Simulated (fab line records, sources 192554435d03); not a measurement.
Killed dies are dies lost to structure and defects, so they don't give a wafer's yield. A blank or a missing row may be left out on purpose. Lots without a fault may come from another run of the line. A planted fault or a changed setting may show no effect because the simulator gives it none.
A struck lot beside a sound one | flow n5_finfet | 16 steps out of a route of 1938
Sound: wafers L930.1, L930.3, L930.5. Struck: wafers L939.1, L939.3, L939.4. The cause comes at the end.
At each step with rows: each side's tool, then ch and its chambers, then its first start. Under that, the readings that differ: sound wafers | struck wafers | difference of the means | sigmas: that difference in standard deviations of wafers without a fault.
alike: readings whose means differ by less than 2 such deviations, and words and numbers that are the same on both sides. not compared: withheld readings, readings that some wafer has no value for, bounds like >300 that may hide the same value, and numbers for which the record gives no deviation and whose values overlap.
The two part at a step that has a row with sigmas, a row that says differs or no value, or rows on one side only. Numbers that don't overlap but have no deviation are shown without sigmas and don't part them. A reading that every wafer of one side lacks parts them only if that side has two wafers or more.

first, 4 steps without rows for these wafers: N5_BEOL_M1_SPUTTER_48 (material Cu, target thk 4.5 nm, time 8.29 s); N5_BEOL_M1_ANNEAL_49 (time 240 s); N5_BEOL_M1_SPUTTER_79 (material Cu, target thk 4.5 nm, time 8.29 s); N5_BEOL_M1_ANNEAL_80 (time 240 s).
N5_BEOL_M1_SPUTTER_81: material Cu, target thk 4.5 nm, time 8.29 s.
  sound on pvd_sputter-03, day 8 12:17; struck on pvd_sputter-03, day 10 17:07
  alike: chamber_pressure_pa, chuck_gas_flow_sccm, throttle_valve_pct
N5_BEOL_M1_ANNEAL_82: time 240 s.
  sound on pvd_sputter-03, day 8 12:22; struck on pvd_sputter-03, day 10 17:12
  alike: heater_power_w
N5_BEOL_M1_SPUTTER_86: material Cu, target thk 4.5 nm, time 8.29 s.
  sound on pvd_sputter-03, day 8 12:31; struck on pvd_sputter-03, day 10 17:20
  alike: chamber_pressure_pa, chuck_gas_flow_sccm, throttle_valve_pct
then, 1 step without rows for these wafers: N5_BEOL_M1_ANNEAL_87 (time 240 s).
N5_BEOL_M1_SPUTTER_88: material Cu, target thk 4.5 nm, time 8.29 s.
  sound on pvd_sputter-03, day 8 12:44; struck on pvd_sputter-03, day 10 17:34
  alike: chamber_pressure_pa, chuck_gas_flow_sccm, throttle_valve_pct
then, 3 steps without rows for these wafers: N5_BEOL_M1_ANNEAL_89 (time 240 s); N5_BEOL_M1_SPUTTER_90 (material Cu, target thk 4.5 nm, time 8.29 s); N5_BEOL_M1_ANNEAL_91 (time 240 s).
N5_BEOL_M1_SPUTTER_92: material Cu, target thk 4.5 nm, time 8.29 s.
  sound on pvd_sputter-03, day 8 13:10; struck on pvd_sputter-03, day 10 18:00
  reading                  | sound                   | struck                 | difference | sigmas
  chamber_pressure_pa (Pa) | 0.06986 0.07004 0.06993 | 0.07398 0.07412 0.0743 | +0.00419   | +26
  alike: chuck_gas_flow_sccm, throttle_valve_pct
N5_BEOL_M1_ANNEAL_93: time 240 s.
  sound on pvd_sputter-03, day 8 13:15; struck on pvd_sputter-03, day 10 18:05
  alike: heater_power_w
N5_BEOL_M4_RC_MEAS_101:
  sound on prober-02 ch 0, day 10 02:19; struck on prober-01 ch 0, day 12 14:57
  alike: DIBL_N, DIBL_P, IOFF_N, IOFF_P, ION_N, ION_P, SS_N, SS_P, VT_N, VT_P
-- the record jumps here: 4 days lie between the struck wafers' starts before and after (it left off in module BEOL_M4 and takes up again in module PASSIVATION, whose first step shown is number 1936 of the route) --
N5_PASSIVATION_PROBE_49:
  sound on prober-01, day 14 05:52; struck on prober-02, day 16 21:45
  reading            | sound    | struck | difference | sigmas
  killed_at_contacts | 29 22 24 | 6 5 4  | -20        | -3
  alike: defect_limited_yield, killed_at_M0_to_M3, killed_at_M4_up, killed_at_front_end, killed_at_other, killed_dies, killed_open, killed_short, sort_bin_5_function, sort_bin_6_memory, sort_n_pass, sort_yield_pct

WHERE THEY PART
First at N5_BEOL_M1_SPUTTER_92; last, within this record, at N5_PASSIVATION_PROBE_49.

WHY: what the simulator had put in
Process parameter drift: pvd_sputter-03, from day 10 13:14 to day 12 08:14, at N5_BEOL_M1_SPUTTER_92. Setting chamber_pressure_pa, moved by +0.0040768, from 0.07. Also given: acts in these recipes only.
